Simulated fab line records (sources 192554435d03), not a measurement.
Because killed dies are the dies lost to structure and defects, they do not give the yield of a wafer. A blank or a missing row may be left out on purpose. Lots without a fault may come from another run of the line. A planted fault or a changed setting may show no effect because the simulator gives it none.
A struck lot beside a sound one | flow n5 finfet | 16 out of 1938 route steps
Sound: these wafers, L716.1, L716.4, L716.6. Struck: wafers L722.1, L722.2, L722.5. The cause is given at the end.
Order at every step that has rows: each side's tool, ch and its chambers, its first start. Under that, the readings that differ: sound wafers | struck wafers | difference of the means | sigmas: that difference in standard deviations of wafers without a fault.
alike: readings whose means differ by less than 2 such deviations, and words and numbers that are the same on both sides. not compared: withheld readings, readings that some wafer has no value for, bounds like >300 that may hide the same value, and numbers for which the record gives no deviation and whose values overlap.
The two part at a step that has a row with sigmas, a row that says differs or no value, or rows on one side only. Numbers that don't overlap but have no deviation are shown without sigmas and don't part them. Lack of a reading on every wafer of one side parts them only where that side has two or more wafers.

first, 8 steps without rows for these wafers: N5_HKMG_FIN_COAT_41 (time 60 s, resist thk 300 nm); N5_HKMG_FIN_COAT_42 (time 60 s, resist thk 35 nm); N5_HKMG_FIN_COAT_43 (resist thk 90 nm); N5_HKMG_FIN_EBR_45; N5_HKMG_FIN_SOFTBAKE_44 (time 60 s); N5_HKMG_FIN_EXPOSE_46 (exposes mask NDIPOLE); N5_HKMG_FIN_PEB_47 (peb time 60 s); N5_HKMG_FIN_DEVELOP_48 (develop time 30 s).
N5_HKMG_FIN_CD_MEAS_49 targets a cd of 202 nm.
  sound on cd sem-02 ch 0, day 7 07:05; struck on cd sem-03 ch 0, day 9 02:20
  alike: cd nm
N5_HKMG_FIN_OVL_MEAS_50:
  sound on overlay-02 ch 0, day 7 07:07; struck on overlay-02 ch 0, day 9 02:22
  alike: NDIPOLE_OVL
N5_HKMG_FIN_INSPECT_61: inspects for defects (macro).
  sound on defect inspect-02, day 7 07:08; struck on defect inspect-02, day 9 02:23
  alike: raw defect count
N5_HKMG_FIN_DESCUM_53: chemistry O2, time 7.9 s.
  sound on rie diel-06 ch 0,1,2, day 7 07:10; struck on rie diel-03 ch 0,2,3, day 9 02:43
  alike: drypump motor current A, oes product au, rf vpp V, showerhead plenum p Torr, temp c, throttle valve pct
  not compared: rf hours counter h
N5_HKMG_FIN_ETCH_54: etches SiARC in CF4, target depth 45.5 nm, time 75.8 s.
  sound on rie diel-06 ch 0,1,2, day 7 07:13; struck on rie diel-03 ch 0,2,3, day 9 02:46
  no value came back on the struck wafers for any of 8 readings (bias w (W), cf4 flow sccm (sccm) and others); on the sound wafers bias w (W) reads 35.84 36.05 35.94
  reading                                       | sound      | struck         | difference | sigmas
  model.CAR-ArF_of_HKMG_FIN_COAT_43.thk nm (nm) | 51.2 51 51 | 83.4 83.6 83.8 | +32.5      |
  not compared: rf hours counter h
N5_HKMG_FIN_ETCH_55: etches SOC in N2/H2, target depth 240 nm, time 300 s.
  sound on rie diel-06 ch 0,1,2, day 7 07:16; struck on rie diel-03 ch 0,2,3, day 9 02:49
  alike: bias w, chamber pressure mTorr, drypump motor current A, oes product au, rf vpp V, showerhead plenum p Torr, temp c, throttle valve pct
  not compared: rf hours counter h
N5_BEOL_M4_RC_MEAS_101:
  the record has rows for the sound wafers here (prober-02 ch 0, day 11 15:49) and none for the struck ones
-- record jumps: 8 days separate the struck wafers' starts on either side; left off in module BEOL_M4, taken up again in module PASSIVATION, whose first shown step is the route's number 1936 --
N5_PASSIVATION_PROBE_49:
  only the struck wafers here have rows in the record (prober-02, day 17 01:52); the sound ones have none

## WHERE THEY PART
Earliest at N5_HKMG_FIN_ETCH_54; latest, in this record, at N5_PASSIVATION_PROBE_49.

WHY: what had been put in by the simulator
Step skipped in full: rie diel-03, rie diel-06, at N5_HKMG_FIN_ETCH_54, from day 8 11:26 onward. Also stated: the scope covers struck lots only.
